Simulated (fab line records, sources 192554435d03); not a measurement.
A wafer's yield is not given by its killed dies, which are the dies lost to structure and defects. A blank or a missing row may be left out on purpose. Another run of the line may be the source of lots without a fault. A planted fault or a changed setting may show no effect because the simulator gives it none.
Matching of chambers	flow n5_finfet	uv_cure-01 running N5_BEOL_M11_CURE_71: 3 sister chambers
The step cures SiCOH lowk, time 240 s. 3 wafers are shown with their chamber, then 9 later ones without.

== WAFERS, EACH WITH ITS CHAMBER ==
wafer	chamber	wafer_temp_C_max
L077.6	0	387.6
L079.4	2	386.6
L084.6	1	387.7

== WAFERS WITH NO CHAMBER GIVEN ==
wafer	wafer_temp_C_max
L087.4	387.2
L087.5	388.0
L087.6	388.9
L091.2	386.6
L091.3	387.5
L091.5	387.6
L092.4	386.1
L092.5	386.4
L092.6	386.5

== THE CHAMBER EACH PASSED THROUGH ==
wafer	from the rows above	in truth
L087.4	can't be placed: 0 or 1 or 2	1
L087.5	can't be placed: 1 or 0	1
L087.6	can't be placed: 1 or 0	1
L091.2	2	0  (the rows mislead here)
L091.3	can't be placed: 0 or 1 or 2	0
L091.5	can't be placed: 0 or 1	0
L092.4	2	2
L092.5	2	2
L092.6	2	2
3 of 9 placed correctly. Cannot be placed on the basis of these rows: 5; the candidates contain the true chamber in 5. Wrongly placed: 1.
How it was worked out, from the rows above alone: a wafer's distance from a chamber is the root of the sum, over the readings, of the square of ((its reading less the chamber's mean) divided by the reading's scatter). The wafer belongs to the nearest chamber; if the next one is less than 2 further off, it can't be placed. For every chamber, the mean is computed from those of its wafers that are shown. The scatter (one wafer shown for each chamber): square how far every hidden wafer sits from the nearest shown wafer, average those squares and take the square root.
